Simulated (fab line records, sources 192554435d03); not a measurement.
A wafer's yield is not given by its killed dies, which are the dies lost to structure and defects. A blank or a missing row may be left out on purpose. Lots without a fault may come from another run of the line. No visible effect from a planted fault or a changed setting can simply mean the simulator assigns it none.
Matching of chambers | flow n5Finfet | N5_BEOL_M6_ETCH_62 on rieDiel-01 has 4 sister chambers
The step etches SOC in N2/H2, target depth 110 nm, overetch 22 nm, time 165 s. 7 wafers are shown with their chamber, then 7 later ones without.

WAFERS, EACH WITH ITS CHAMBER
wafer  | chamber | showerheadPlenumPTorr (Torr) | drypumpMotorCurrentA (A)
L078.3 | 2       | 2.56                         | 5.6
L081.6 | 1       | 2.70                         | 5.0
L082.5 | 1       | 2.70                         | 5.0
L087.4 | 3       | 2.44                         | 6.2
L087.5 | 0       | 2.45                         | 6.3
L089.3 | 3       | 2.44                         | 6.2
L089.4 | 0       | 2.44                         | 6.2

WAFERS WITHOUT THEIR CHAMBER
wafer  | showerheadPlenumPTorr (Torr) | drypumpMotorCurrentA (A)
L089.6 | 2.44                         | 6.3
L090.2 | 2.69                         | 5.0
L090.4 | 2.44                         | 6.2
L090.6 | 2.44                         | 6.2
L094.3 | 2.55                         | 5.6
L094.4 | 2.44                         | 6.2
L094.5 | 2.43                         | 6.2

CHAMBER TAKEN BY EACH
wafer  | from the rows above     | in truth
L089.6 | can't be placed: 0 or 3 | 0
L090.2 | 1                       | 1
L090.4 | can't be placed: 3 or 0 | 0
L090.6 | can't be placed: 3 or 0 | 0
L094.3 | 2                       | 2
L094.4 | can't be placed: 3 or 0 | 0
L094.5 | can't be placed: 3 or 0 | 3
Placed correctly: 2 of 7. Unplaceable from these rows: 5, with the true chamber sitting among the candidates in 5. Wrongly placed: 0.
How it was worked out, from the rows above alone: a wafer's distance from a chamber is the root of the sum, over the readings, of the square of ((its reading less the chamber's mean) divided by the reading's scatter). The wafer belongs to the nearest chamber; if the next one is less than 2 further off, it can't be placed. Each chamber's mean is taken over the wafers shown for it. How the scatter is found: for the shown wafers, subtract from each reading the mean of its chamber, square and add these, divide the total by (wafers less chambers), then take the root.
